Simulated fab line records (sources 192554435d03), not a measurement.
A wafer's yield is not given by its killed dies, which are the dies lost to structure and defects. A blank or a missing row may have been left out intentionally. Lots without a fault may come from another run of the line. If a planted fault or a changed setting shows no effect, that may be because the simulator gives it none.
fab line records | flow n5-finfet
record lots=7 wafers=21
route steps=1938 shown FIN_SAQP@96 DUMMY_GATE@224 SD_EPI_N@268
start-h: start of the lot's first displayed wafer, in hours after the record's first day | wait-h: how many hours have passed since the lot's step before this one | " identical to the entry in the row above | L1.1+2: a row that stands for several wafers | - no value, or no start given | * or withheld: withheld | < > ~ a bound
route shown NAME@n: a module of which the file shows steps, and the number in the route of the first | usual: mean/standard deviation of fault-free wafers | same: alike in all rows | chamber/n: place in a boat | sites: the reading at each site | _std_site: standard deviation of those values | _edge_site: the outer-site mean with the inner-site mean subtracted | radius-mm: for every site, how far away it sits from the centre of the wafer | mask NAME#n: copy n | behind: tool/chamber where the wafer was last shaped | hold: cause of the lot's hold/its duration in hours/its outcome | device: the n, p or np transistor that did not switch | end of line: the tests these same wafers got at the end of their route | a step with no rows: only its recipe | killed: not the wafer's yield, but the dies lost to structure and defects at the first sort | map: per-die view of a wafer (x killed, . not killed, _ where there is no die)
set.NAME: setting as actually run; set.NAME@STEP: the setting as run at that earlier step | model.NAME: the simulator's own value behind a step, which no gauge read
lots with deliberately changed settings; one table per step, one row per wafer
## steps
# step N5_FIN_SAQP_HM_DEP_03
# recipe material=SiNx target-thk-a=380 temp-c=400 precursor=SiH4/NH3/N2 pressure-torr=1.5 rf-w=300 time-s=33.6
# columns lot.wafer tool chamber start-h wait-h set.time-s model.SiNx_of_FIN_SAQP_HM_DEP_03.thk-nm
L076.1 pecvd-02 1 33.94 0.2 33.6 37.76
L076.5 " 1 " " 33.6 37.62
L076.6 " 0 " " 33.6 38.57
L078.1 pecvd-01 1 45.26 0.2 33.6 37.93
L078.2 " 0 " " 33.6 37.94
L078.4 " 0 " " 33.6 38.12
L080.1 pecvd-01 0 56.90 0.2 36.81 41.63
L080.2 " 2 " " 36.81 41.56
L080.5 " 0 " " 36.81 42.77
L084.2 pecvd-01 2 81.19 0.2 33.6 37.44
L084.3 " 0 " " 33.6 38.51
L084.6 " 0 " " 33.6 38.83
L090.1 pecvd-04 2 118.11 0.2 37.42 42.49
L090.3 " 0 " " 33.6 38.22
L090.5 " 1 " " 33.6 38.59
L093.1 pecvd-04 2 134.88 0.2 33.6 38.35
L093.3 " 0 " " 33.6 38.59
L093.4 " 2 " " 33.6 39.33
L095.1 pecvd-04 2 147.13 0.2 33.6 38.97
L095.3 " 1 " " 35.89 40.47
L095.6 " 0 " " 33.6 38.93
# step N5_FIN_SAQP_THK_MEAS_05
# usual thk-nm=38.2/0.63
# columns lot.wafer tool chamber start-h wait-h set.time-s@FIN_SAQP_HM_DEP_03 thk-nm
L076.1 film-metro-02 - 34.05 0.1 33.6 37.8
L076.5 " - " " 33.6 37.6
L076.6 " - " " 33.6 38.6
L078.1 film-metro-02 - 45.35 0.1 33.6 38.0
L078.2 " - " " 33.6 37.9
L078.4 " - " " 33.6 38.2
L080.1 film-metro-01 - 56.99 0.1 36.81 41.6
L080.2 " - " " 36.81 41.6
L080.5 " - " " 36.81 42.8
L084.2 film-metro-01 - 81.28 0.1 33.6 37.5
L084.3 " - " " 33.6 38.5
L084.6 " - " " 33.6 38.8
L090.1 film-metro-02 - 118.20 0.1 37.42 42.4
L090.3 " - " " 33.6 38.2
L090.5 " - " " 33.6 38.6
L093.1 film-metro-02 - 134.97 0.1 33.6 38.4
L093.3 " - " " 33.6 38.6
L093.4 " - " " 33.6 39.3
L095.1 film-metro-02 - 147.21 0.1 33.6 39.0
L095.3 " - " " 35.89 40.5
L095.6 " - " " 33.6 38.9
# step N5_FIN_SAQP_SPACER1_ALD_24
# recipe material=SiO2 target-thk-a=203 temp-c=300 ald-precursor-family=BDEAS ald-co-reactant=O2-plasma pulse-time-s=1 purge-time-s=2 co-reactant-purge-time-s=2 ald-cycles=218 pressure-torr=2
# columns lot.wafer tool chamber start-h wait-h set.temp-c model.SiO2_of_FIN_SAQP_SPACER1_ALD_24.thk-nm
L076.1 ald-sin-01 0 35.93 0.3 300 20.4
L076.5+6 " 1,2 " " 311.7 20
L078.1+2+4 ald-sin-01 2,1,0 48.10 1.1 309.7 20.2
L080.1 ald-sin-02 0 59.16 0.3 307.7 19.8
L080.2 " 3 " " 300 20.4
L080.5 " 0 " " 307.7 20
L084.2+3+6 ald-sin-02 0,1,1 83.74 0.5 300 20.2
L090.1+3 ald-sin-02 1,2 121.06 0.3 300 20.4
L090.5 " 0 " " 300 20.2
L093.1 ald-sin-01 1 137.02 0.3 300 20.4
L093.3+4 " 3,0 " " 300 20.2
L095.1 ald-sin-03 0 150.21 0.3 300 20.2
L095.3 " 1 " " 300 20.4
L095.6 " 1 " " 291.2 20.8
# step N5_FIN_SAQP_MANDREL_ETCH_58
# recipe chemistry=HBr/Cl2 target=a-Si target-depth-a=450 bt-time-s=10 stop-on=SiNx mask-material=SiO2 over-etch-frac=0.8 time-s=27 pressure-mtorr=10 icp-w=800 bias-w=75 HBr_flow_sccm=150 Cl2_flow_sccm=80 ends=end-point
# columns lot.wafer tool chamber start-h wait-h set.bias-w
L076.1+5+6 rie-si-05 0,2,3 37.07 0.0 75
L078.1+2 rie-si-01 0,1 49.48 0.0 75
L078.4 " 3 " " 61.73
L080.1+2+5 rie-si-03 0,3,0 60.26 0.0 75
L084.2+3+6 rie-si-05 1,0,2 84.93 0.0 75
L090.1+3+5 rie-si-03 3,1,3 122.25 0.0 79.86
L093.1+3 rie-si-05 2,3 138.17 0.0 75
L093.4 " 1 " " 70.25
L095.1+3 rie-si-01 3,1 151.35 0.0 65.66
L095.6 " 2 " " 75
# step N5_FIN_SAQP_RECESS_63
# recipe chemistry=HF/NH3 target=SiO2 target-depth-a=180 afs-cycles=3 temp-c=30 sublimation-temp-c=180 sublimation-time-s=60
# step N5_FIN_SAQP_COAT_68
# recipe resist=SOC temp-c=250 time-s=60 spin-rpm=1500 resist-thk-nm=100
# step N5_FIN_SAQP_SPACER2_ALD_28
# recipe material=SiO2 target-thk-a=81 temp-c=300 ald-precursor-family=BDEAS ald-co-reactant=O2-plasma pulse-time-s=1 purge-time-s=2 co-reactant-purge-time-s=2 pressure-torr=2
# step N5_FIN_SAQP_SPACER2_ETCHBACK_29
# recipe chemistry=CHF3/O2 mode=anisotropic-etchback target=SiO2 target-depth-a=122 time-s=6.1 pressure-mtorr=30 source-w=650 bias-w=170 Ar_flow_sccm=200 CHF3_flow_sccm=50 O2_flow_sccm=5 ion-energy-ev=200
# step N5_FIN_SAQP_MANDREL2_REMOVE_60
# recipe chemistry=HBr/Cl2/O2 bt-time-s=10 target=a-Si stop-on=SiNx endpoint=OES-SiCl over-etch-frac=1 icp-w=600 bias-w=22 HBr_flow_sccm=150 Cl2_flow_sccm=80 O2_flow_sccm=5 pressure-mtorr=10
# columns lot.wafer tool chamber start-h wait-h set.time-s@FIN_SAQP_HM_DEP_03 model.SiNx_of_FIN_SAQP_HM_DEP_03.thk-nm
L076.1 rie-si-05 3 38.40 0.1 33.6 36.8
L076.5 " 1 " " 33.6 37
L076.6 " 2 " " 33.6 38
L078.1+4 rie-si-05 3,1 50.88 0.1 33.6 37.4
L078.2 " 2 " " 33.6 37
L080.1+2 rie-si-05 3,1 61.57 0.1 36.81 41
L080.5 " 3 " " 36.81 42.2
L084.2 rie-si-01 1 86.17 0.1 33.6 36.8
L084.3 " 2 " " 33.6 37.6
L084.6 " 0 " " 33.6 38.2
L090.1 rie-si-05 1 123.85 0.1 37.42 41.8
L090.3 " 3 " " 33.6 37.6
L090.5 " 0 " " 33.6 38
L093.1 rie-si-01 1 139.62 0.1 33.6 37.8
L093.3 " 0 " " 33.6 38
L093.4 " 3 " " 33.6 38.8
L095.1+6 rie-si-03 0,2 153.81 0.1 33.6 38.4
L095.3 " 2 " " 35.89 39.8
# step N5_FIN_SAQP_HM_OPEN_33
# recipe chemistry=CH3F/O2 target=SiNx mask-material=SiO2 target-depth-a=494 time-s=70.6 pressure-mtorr=30 source-w=395 bias-w=73 Ar_flow_sccm=150 CH3F_flow_sccm=30 O2_flow_sccm=20 ion-energy-ev=120 ends=cleared
# columns lot.wafer tool chamber start-h wait-h set.time-s@FIN_SAQP_HM_DEP_03 model.etch.depth-nm
L076.1 rie-diel-03 1 38.61 0.1 33.6 36.85
L076.5 " 0 " " 33.6 36.99
L076.6 " 1 " " 33.6 37.94
L078.1 rie-diel-05 3 51.06 0.1 33.6 37.31
L078.2 " 1 " " 33.6 37.04
L078.4 " 3 " " 33.6 37.5
L080.1 rie-diel-03 3 61.73 0.0 36.81 41
L080.2 " 1 " " 36.81 40.94
L080.5 " 3 " " 36.81 42.14
L084.2 rie-diel-05 3 86.33 0.0 33.6 36.81
L084.3 " 1 " " 33.6 37.6
L084.6 " 0 " " 33.6 38.2
L090.1 rie-diel-06 0 124.07 0.1 37.42 41.84
L090.3 " 1 " " 33.6 37.59
L090.5 " 1 " " 33.6 37.94
L093.1 rie-diel-05 3 139.77 0.0 33.6 37.72
L093.3 " 0 " " 33.6 37.97
L093.4 " 1 " " 33.6 38.7
L095.1 rie-diel-06 3 153.97 0.0 33.6 38.34
L095.3 " 1 " " 35.89 39.85
L095.6 " 3 " " 33.6 38.3
# step N5_FIN_SAQP_ETCH_34
# recipe chemistry=C4F6/O2 target=SiO2 target-depth-a=450 time-s=15 ion-energy-ev=250 pressure-mtorr=30 source-w=345 bias-w=185 Ar_flow_sccm=300 C4F6_flow_sccm=10 O2_flow_sccm=10 ends=cleared
# columns lot.wafer tool chamber start-h wait-h set.time-s@FIN_SAQP_HM_DEP_03 model.SiNx_of_FIN_SAQP_HM_DEP_03.thk-nm
L076.1 rie-diel-03 1 38.68 0.0 33.6 33.8
L076.5 " 0 " " 33.6 34.2
L076.6 " 1 " " 33.6 35
L078.1 rie-diel-05 3 51.13 0.0 33.6 34.4
L078.2 " 1 " " 33.6 34.2
L078.4 " 3 " " 33.6 34.6
L080.1 rie-diel-03 3 61.80 0.0 36.81 38.2
L080.2 " 1 " " 36.81 38
L080.5 " 3 " " 36.81 39.2
L084.2 rie-diel-05 3 86.40 0.0 33.6 34
L084.3 " 1 " " 33.6 34.6
L084.6 " 0 " " 33.6 35.2
L090.1 rie-diel-06 0 124.14 0.0 37.42 39
L090.3 " 1 " " 33.6 34.6
L090.5 " 1 " " 33.6 35
L093.1 rie-diel-05 3 139.84 0.0 33.6 34.8
L093.3 " 0 " " 33.6 35
L093.4 " 1 " " 33.6 35.8
L095.1+6 rie-diel-06 3 154.04 0.0 33.6 35.4
L095.3 " 1 " " 35.89 37
# step N5_DUMMY_GATE_COAT_28
# recipe resist=underlayer temp-c=205 time-s=60 spin-rpm=1500 resist-thk-nm=10
# columns lot.wafer tool chamber start-h wait-h set.spin-rpm model.underlayer_of_DUMMY_GATE_COAT_28.thk-nm
L076.1+6 litho-track-02 0 - - 1500 10
L076.5 " 0 " " 1631 9.6
L078.1 litho-track-01 0 - - 1547 9.8
L078.2+4 " 0 " " 1500 10
L080.1+5 litho-track-02 0 - - 1441 10.2
L080.2 " 0 " " 1500 10
L084.2+3+6 litho-track-01 0 - - 1500 10
L090.1+5 litho-track-01 0 - - 1500 10
L090.3 " 0 " " 1430 10.2
L093.1+3 litho-track-01 0 - - 1395 10.4
L093.4 " 0 " " 1500 10
L095.1+6 litho-track-05 0 - - 1587 9.8
L095.3 " 0 " " 1500 10
# step N5_DUMMY_GATE_EXPOSE_12
# recipe mask-id=GATE na=0.33 source-shape=annular sigma-inner=0.2 sigma-outer=0.6 polarization=unpolarized target-cd-nm=25 dose-mj=34
# columns lot.wafer tool chamber start-h wait-h mask set.dose-mj
L076.1 euv-scanner-01 0 58.34 - GATE#0 35.45
L076.5+6 " 0 " " GATE#0 34
L078.1+2+4 euv-scanner-01 0 71.01 - GATE#0 34
L080.1+2+5 euv-scanner-02 0 81.16 - GATE#0 34
L084.2+3+6 euv-scanner-01 0 109.98 - GATE#0 34
L090.1+5 euv-scanner-02 0 145.16 - GATE#0 34
L090.3 " 0 " " GATE#0 36.12
L093.1 euv-scanner-01 0 158.96 - GATE#0 34
L093.3+4 " 0 " " GATE#0 35.75
L095.1+3 euv-scanner-01 0 174.80 - GATE#0 34
L095.6 " 0 " " GATE#0 36
# step N5_DUMMY_GATE_PEB_13
# recipe peb-temp-c=100 peb-time-s=60 resist=CAR-EUV
# step N5_DUMMY_GATE_DEVELOP_14
# recipe develop-time-s=30 developer=TMAH resist=CAR-EUV rinse-liquid=surfactant-rinse dry=air-spin dev-temp-c=23
# step N5_DUMMY_GATE_CD_MEAS_15
# recipe target-cd-nm=25.8 landing-energy-ev=500 detector=se-inlens
# usual cd-nm=24.93/0.27
# columns lot.wafer tool chamber start-h wait-h set.dose-mj@DUMMY_GATE_EXPOSE_12 cd-nm
L076.1 cd-sem-01 0 58.47 - 35.45 24.04
L076.5 " 0 " " 34 24.73
L076.6 " 0 " " 34 25.03
L078.1 cd-sem-01 0 71.14 - 34 25.01
L078.2 " 0 " " 34 24.77
L078.4 " 0 " " 34 24.64
L080.1 cd-sem-01 0 81.29 - 34 25.01
L080.2 " 0 " " 34 25.11
L080.5 " 0 " " 34 25.08
L084.2 cd-sem-02 0 110.10 - 34 24.99
L084.3 " 0 " " 34 24.66
L084.6 " 0 " " 34 25.12
L090.1 cd-sem-02 0 145.29 - 34 24.86
L090.3 " 0 " " 36.12 23.71
L090.5 " 0 " " 34 24.66
L093.1 cd-sem-03 0 159.09 - 34 24.60
L093.3 " 0 " " 35.75 23.89
L093.4 " 0 " " 35.75 24.14
L095.1 cd-sem-02 0 174.92 - 34 25.47
L095.3 " 0 " " 34 25.28
L095.6 " 0 " " 36 24.20
# step N5_SD_EPI_N_PEB_07
# recipe peb-temp-c=110 peb-time-s=60 resist=CAR-ArF-block
# columns lot.wafer tool chamber start-h wait-h set.peb-temp-c
L076.1+6 litho-track-04 0 60.69 0.1 110
L076.5 " 0 " " 111.9
L078.1+2+4 litho-track-01 0 73.64 0.1 110
L080.1+2 litho-track-01 0 83.57 0.1 110
L080.5 " 0 " " 106.9
L084.2+3+6 litho-track-01 0 114.01 0.0 110
L090.1 litho-track-03 0 147.51 0.1 110
L090.3+5 " 0 " " 113.4
L093.1+4 litho-track-04 0 161.45 0.1 111.2
L093.3 " 0 " " 110
L095.1 litho-track-04 0 177.44 0.1 112.9
L095.3+6 " 0 " " 110
# step N5_SD_EPI_N_DEVELOP_08
# recipe develop-time-s=30 developer=TMAH resist=CAR-ArF-block dev-temp-c=23 rinse-liquid=diw dry=air-spin
# step N5_SD_EPI_N_CD_MEAS_09
# recipe target-cd-nm=120 landing-energy-ev=500 detector=se-inlens
# usual cd-nm=120.0/0.88
# columns lot.wafer tool chamber start-h wait-h set.peb-temp-c@SD_EPI_N_PEB_07 cd-nm
L076.1 cd-sem-01 0 60.76 - 110 117.6
L076.5 " 0 " " 111.9 124.5
L076.6 " 0 " " 110 118.3
L078.1 cd-sem-01 0 73.71 - 110 120.9
L078.2 " 0 " " 110 121.3
L078.4 " 0 " " 110 120.6
L080.1 cd-sem-01 0 83.63 - 110 120.2
L080.2 " 0 " " 110 120.6
L080.5 " 0 " " 106.9 112.6
L084.2 cd-sem-03 0 114.07 - 110 120.1
L084.3 " 0 " " 110 118.7
L084.6 " 0 " " 110 119.4
L090.1 cd-sem-02 0 147.58 - 110 119.9
L090.3 " 0 " " 113.4 128.5
L090.5 " 0 " " 113.4 128.9
L093.1 cd-sem-03 0 161.52 - 111.2 124.6
L093.3 " 0 " " 110 120.2
L093.4 " 0 " " 111.2 123.6
L095.1 cd-sem-02 0 177.50 - 112.9 127.4
L095.3 " 0 " " 110 119.3
L095.6 " 0 " " 110 119.0
# step N5_SD_EPI_N_DESCUM_14
# recipe chemistry=O2 time-s=7.9 source-power-w=50 bias-power-w=20 pressure-mtorr=20 rf-frequency-hz=2.712e+07 temp-c=40 resist=CAR-ArF-block o2-flow-sccm=225
# columns lot.wafer tool chamber start-h wait-h set.time-s set.peb-temp-c@SD_EPI_N_PEB_07 model.SD_EPI_N.cd-nm
L076.1 rie-diel-05 2 60.84 0.0 9.319 110 118
L076.5 " 2 " " 9.319 111.9 124.4
L076.6 " 3 " " 9.319 110 119
L078.1 rie-diel-06 2 73.87 0.1 7.9 110 120.2
L078.2+4 " 0,3 " " 7.9 110 121
L080.1 rie-diel-05 3 83.72 0.0 8.564 110 120.8
L080.2 " 2 " " 7.9 110 120.8
L080.5 " 0 " " 8.564 106.9 112.6
L084.2 rie-diel-05 0 114.16 0.0 7.9 110 120
L084.3 " 3 " " 7.9 110 119.2
L084.6 " 3 " " 7.9 110 119.8
L090.1 rie-diel-05 3 148.13 0.5 7.9 110 120.4
L090.3 " 2 " " 9.397 113.4 128.6
L090.5 " 1 " " 9.397 113.4 129.2
L093.1 rie-diel-03 2 162.03 0.5 7.387 111.2 124.4
L093.3 " 1 " " 7.387 110 120
L093.4 " 1 " " 7.9 111.2 -
L095.1 rie-diel-05 2 177.68 0.1 7.9 112.9 127
L095.3 " 3 " " 7.9 110 119.4
L095.6 " 0 " " 7.9 110 119.2
# step N5_SD_EPI_N_ETCH_34
# recipe chemistry=CF4 target=SiARC target-depth-a=455 mask-material=CAR-ArF-block time-s=75.8 ion-energy-ev=80 pressure-mtorr=40 source-w=545 bias-w=36 Ar_flow_sccm=100 cf4-flow-sccm=100 ends=cleared
# columns lot.wafer tool chamber start-h wait-h set.peb-temp-c@SD_EPI_N_PEB_07 model.SD_EPI_N.cd-nm
L076.1 rie-diel-05 2 60.88 0.0 110 118
L076.5 " 2 " " 111.9 124.4
L076.6 " 3 " " 110 118.8
L078.1 rie-diel-06 2 73.91 0.0 110 120
L078.2 " 0 " " 110 121
L078.4 " 3 " " 110 120.6
L080.1 rie-diel-05 3 83.76 0.0 110 120.6
L080.2 " 2 " " 110 120.8
L080.5 " 0 " " 106.9 112.2
L084.2 rie-diel-05 0 114.20 0.0 110 120
L084.3 " 3 " " 110 119
L084.6 " 3 " " 110 119.6
L090.1 rie-diel-05 3 148.17 0.0 110 120.2
L090.3 " 2 " " 113.4 128.6
L090.5 " 1 " " 113.4 129.6
L093.1 rie-diel-03 2 162.07 0.0 111.2 124.8
L093.3 " 1 " " 110 119.8
L093.4 " 1 " " 111.2 123.4
L095.1 rie-diel-05 2 177.71 0.0 112.9 127.4
L095.3 " 3 " " 110 119
L095.6 " 0 " " 110 118.8
# step N5_SD_EPI_N_ETCH_35
# recipe chemistry=N2/H2 target=SOC overetch-a=1080 mask-material=SiARC temp-c=40 ion-energy-ev=100 source-w=3000 bias-w=133 pressure-mtorr=20 time-s=486 n2-flow-sccm=200 h2-flow-sccm=200
# columns lot.wafer tool chamber start-h wait-h set.peb-temp-c@SD_EPI_N_PEB_07 model.SD_EPI_N.cd-nm
L076.1 rie-diel-05 2 60.94 0.0 110 116.8
L076.5 " 2 " " 111.9 124.2
L076.6 " 3 " " 110 119.4
L078.1 rie-diel-06 2 73.96 0.0 110 118.8
L078.2 " 0 " " 110 120.6
L078.4 " 3 " " 110 121.6
L080.1 rie-diel-05 3 83.81 0.0 110 122.4
L080.2 " 2 " " 110 121.4
L080.5 " 0 " " 106.9 113.2
L084.2 rie-diel-05 0 114.25 0.0 110 121.6
L084.3 " 3 " " 110 120.6
L084.6 " 3 " " 110 122
L090.1 rie-diel-05 3 148.22 0.0 110 120
L090.3 " 2 " " 113.4 128.6
L090.5 " 1 " " 113.4 131
L093.1 rie-diel-03 2 162.13 0.0 111.2 123
L093.3 " 1 " " 110 120.6
L093.4 " 1 " " 111.2 123.6
L095.1 rie-diel-05 2 177.77 0.0 112.9 129
L095.3 " 3 " " 110 119.6
L095.6 " 0 " " 110 121.2
## key
split step=N5_FIN_SAQP_HM_DEP_03 setting=time-s stated=33.6 by=wafer
response step=N5_FIN_SAQP_HM_DEP_03 reading=model.SiNx_of_FIN_SAQP_HM_DEP_03.thk-nm change=+0.323 per=1% r=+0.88
response step=N5_FIN_SAQP_THK_MEAS_05 reading=thk-nm change=* per=1% r=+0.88
response step=N5_FIN_SAQP_MANDREL2_REMOVE_60 reading=model.SiNx_of_FIN_SAQP_HM_DEP_03.thk-nm change=+0.313 per=1% r=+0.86
response step=N5_FIN_SAQP_HM_OPEN_33 reading=model.etch.depth-nm change=+0.323 per=1% r=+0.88
response step=N5_FIN_SAQP_ETCH_34 reading=model.SiNx_of_FIN_SAQP_HM_DEP_03.thk-nm change=+0.334 per=1% r=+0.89
split step=N5_FIN_SAQP_SPACER1_ALD_24 setting=temp-c stated=300 by=wafer
response step=N5_FIN_SAQP_SPACER1_ALD_24 reading=model.SiO2_of_FIN_SAQP_SPACER1_ALD_24.thk-nm change=-0.142 per=1% r=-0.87
split step=N5_FIN_SAQP_MANDREL_ETCH_58 setting=bias-w stated=75 by=wafer
response none clear
split step=N5_DUMMY_GATE_COAT_28 setting=spin-rpm stated=1500 by=wafer
response step=N5_DUMMY_GATE_COAT_28 reading=model.underlayer_of_DUMMY_GATE_COAT_28.thk-nm change=-0.0476 per=1% r=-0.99
split step=N5_DUMMY_GATE_EXPOSE_12 setting=dose-mj stated=34 by=wafer
response step=N5_DUMMY_GATE_CD_MEAS_15 reading=cd-nm change=-0.169 per=1% r=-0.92
split step=N5_SD_EPI_N_PEB_07 setting=peb-temp-c stated=110 by=wafer
response step=N5_SD_EPI_N_CD_MEAS_09 reading=cd-nm change=+3.03 per=1% r=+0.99
response step=N5_SD_EPI_N_DESCUM_14 reading=model.SD_EPI_N.cd-nm change=+2.95 per=1% r=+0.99
response step=N5_SD_EPI_N_ETCH_34 reading=model.SD_EPI_N.cd-nm change=+3.11 per=1% r=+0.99
response step=N5_SD_EPI_N_ETCH_35 reading=model.SD_EPI_N.cd-nm change=+3.18 per=1% r=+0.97
split step=N5_SD_EPI_N_DESCUM_14 setting=time-s stated=7.9 by=wafer
response none clear
